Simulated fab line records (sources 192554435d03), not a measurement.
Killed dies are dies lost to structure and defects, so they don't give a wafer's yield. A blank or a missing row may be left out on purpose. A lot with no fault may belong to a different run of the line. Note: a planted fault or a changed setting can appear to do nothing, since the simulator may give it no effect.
The tool behind it: which one?	flow n5-finfet	27 wafers from 9 lots sampled at 3 of the route's 1938 steps

WHAT EACH GAUGE READ, for each wafer
N5_BEOL_M0_SAQP_CD_MEAS_25 targets a cd of 13.1 nm.
lot	measured	on	cd-nm (nm)
L075	day 5 22:32	cd-sem-02	12.53 12.50 12.73
L077	day 6 13:09	cd-sem-02	12.94 12.97 12.38
L079	day 6 20:23	cd-sem-02	12.59 12.71 12.91
L081	day 7 08:40	cd-sem-03	13.20 12.94 12.66
L085	day 8 15:35	cd-sem-01	13.10 12.89 12.82
L087	day 8 22:27	cd-sem-01	12.70 13.06 12.65
L091	day 9 18:53	cd-sem-02	12.46 12.75 12.74
L094	day 10 16:44	cd-sem-01	12.94 13.16 12.77
L096	day 11 01:44	cd-sem-02	12.99 12.97 13.23

TOOL THAT RAN EACH LOT (tool first, then ch and the chambers of the sampled wafers, then the start)
lot	N5_BEOL_M0_SAQP_DESCUM_19	N5_BEOL_M0_SAQP_RECESS_114
L075	rie-diel-05 ch 0,2,3, day 5 20:38	vapor-etch-01 ch 0,1, day 5 21:11
L077	rie-diel-06 ch 0,1, day 6 11:22	vapor-etch-02 ch 0,1, day 6 12:02
L079	rie-diel-05 ch 2,3, day 6 18:24	vapor-etch-02 ch 0,1, day 6 19:10
L081	rie-diel-06 ch 0,2,3, day 7 07:05	vapor-etch-01 ch 0,1, day 7 07:36
L085	rie-diel-05 ch 0,1,3, day 8 13:52	vapor-etch-01 ch 0,1, day 8 14:37
L087	rie-diel-02 ch 0,1, day 8 20:28	vapor-etch-02 ch 0, day 8 20:59
L091	rie-diel-02 ch 2,3, day 9 17:20	vapor-etch-02 ch 0,1, day 9 17:50
L094	rie-diel-06 ch 0,2,3, day 10 15:08	vapor-etch-01 ch 0,1, day 10 15:39
L096	rie-diel-02 ch 0,3, day 11 00:10	vapor-etch-01 ch 0,1, day 11 00:41
- N5_BEOL_M0_SAQP_DESCUM_19: chemistry O2, time 7.9 s.
- N5_BEOL_M0_SAQP_RECESS_114: chemistry HF/NH3, target SiO2, target depth 14.4 nm, afs cycles 3, sublimation time 60 s.

THE ANSWER, worked out from the rows above alone
Rule: the usual values come from the lots themselves. The widest of any qualifying gaps counts: lots, ordered by their means at a reading, are off when they make up no more than a third of the lots, leave a main group of 4 or more, and stand apart from it by 3 or more times the standard deviation of that group's means. A main group whose means are all the same, to the digits that the tables above print for the reading, isn't used. Also off: a lot with no number at a reading for which 4 or more lots have one. All remaining lots with rows at the step are treated as sound.
No lot is off at any reading shown: from this, nothing can be told.

WHAT THE SIMULATOR HAD INSERTED
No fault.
